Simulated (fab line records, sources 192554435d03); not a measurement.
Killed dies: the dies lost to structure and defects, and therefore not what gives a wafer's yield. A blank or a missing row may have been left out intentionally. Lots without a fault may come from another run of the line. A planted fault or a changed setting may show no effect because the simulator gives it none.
Which tool is to blame? / flow n5Finfet / Sampling: 6 lots, 17 wafers, 2 of 1938 route steps

== WHAT EACH GAUGE READ, for each wafer ==
N5_STI_FIN_REVEAL_FIN_H_MEAS_10.
lot=L778; measured=day 3 07:43; on=ocd-01; trenchDepthNm (nm)=52.6 54.5 52.7
lot=L780; measured=day 3 19:31; on=ocd-01; trenchDepthNm (nm)=52.4 52.3 52.0
lot=L785; measured=day 5 01:26; on=ocd-01; trenchDepthNm (nm)=52.9 53.4 51.8
lot=L791; measured=day 6 14:23; on=ocd-02; trenchDepthNm (nm)=53.2 53.5 51.7
lot=L795; measured=day 7 13:20; on=ocd-01; trenchDepthNm (nm)=52.6 45.2
lot=L798; measured=day 8 10:53; on=ocd-01; trenchDepthNm (nm)=51.8 52.2 52.5

== TOOL THAT RAN EACH LOT (tool first, then ch and the chambers of the sampled wafers, then the start) ==
lot=L778; N5_STI_FIN_REVEAL_ETCHBACK_08=rieDiel-03 ch 0,1,2, day 3 04:37
lot=L780; N5_STI_FIN_REVEAL_ETCHBACK_08=rieDiel-03 ch 0,2,3, day 3 16:02
lot=L785; N5_STI_FIN_REVEAL_ETCHBACK_08=rieDiel-04 ch 0,1,3, day 4 21:57
lot=L791; N5_STI_FIN_REVEAL_ETCHBACK_08=rieDiel-03 ch 0,1, day 6 11:22
lot=L795; N5_STI_FIN_REVEAL_ETCHBACK_08=rieDiel-03 ch 0, day 7 10:22
lot=L798; N5_STI_FIN_REVEAL_ETCHBACK_08=rieDiel-04 ch 1,2,3, day 8 07:55
- N5_STI_FIN_REVEAL_ETCHBACK_08: etches SiO2 in C4F6/O2, target depth 30.5 nm, time 10.167 s.

== THE ANSWER, worked out from the rows above alone ==
Rule: what is usual is taken from the lots themselves. The widest of any qualifying gaps counts: lots, ordered by their means at a reading, are off when they make up no more than a third of the lots, leave a main group of 4 or more, and stand apart from it by 3 or more times the standard deviation of that group's means. If all means in a main group match to the digits the tables above print for the reading, that group is not used. Also off: a lot with no number at a reading for which 4 or more lots have one. All remaining lots with rows at the step are treated as sound.
Off: L795 (N5_STI_FIN_REVEAL_FIN_H_MEAS_10, trenchDepthNm). The main group has a mean of 52.6 nm with a standard deviation of 0.4.
If a tool, at a process step before that reading, ran all the lots that are off and no sound lot after the first of them, it fits. Those tools and the gauges at N5_STI_FIN_REVEAL_FIN_H_MEAS_10 are tried in the same way. One candidate fits, namely rieDiel-03 at N5_STI_FIN_REVEAL_ETCHBACK_08. A fault onset in the window from L791 (day 6 11:22, its last sound lot) to L795 (day 7 10:22, its first lot off) fits.

== WHAT THE SIMULATOR HAD PUT IN ==
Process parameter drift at N5_STI_FIN_REVEAL_ETCHBACK_08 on rieDiel-03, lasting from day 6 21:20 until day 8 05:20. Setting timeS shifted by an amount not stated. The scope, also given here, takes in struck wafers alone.
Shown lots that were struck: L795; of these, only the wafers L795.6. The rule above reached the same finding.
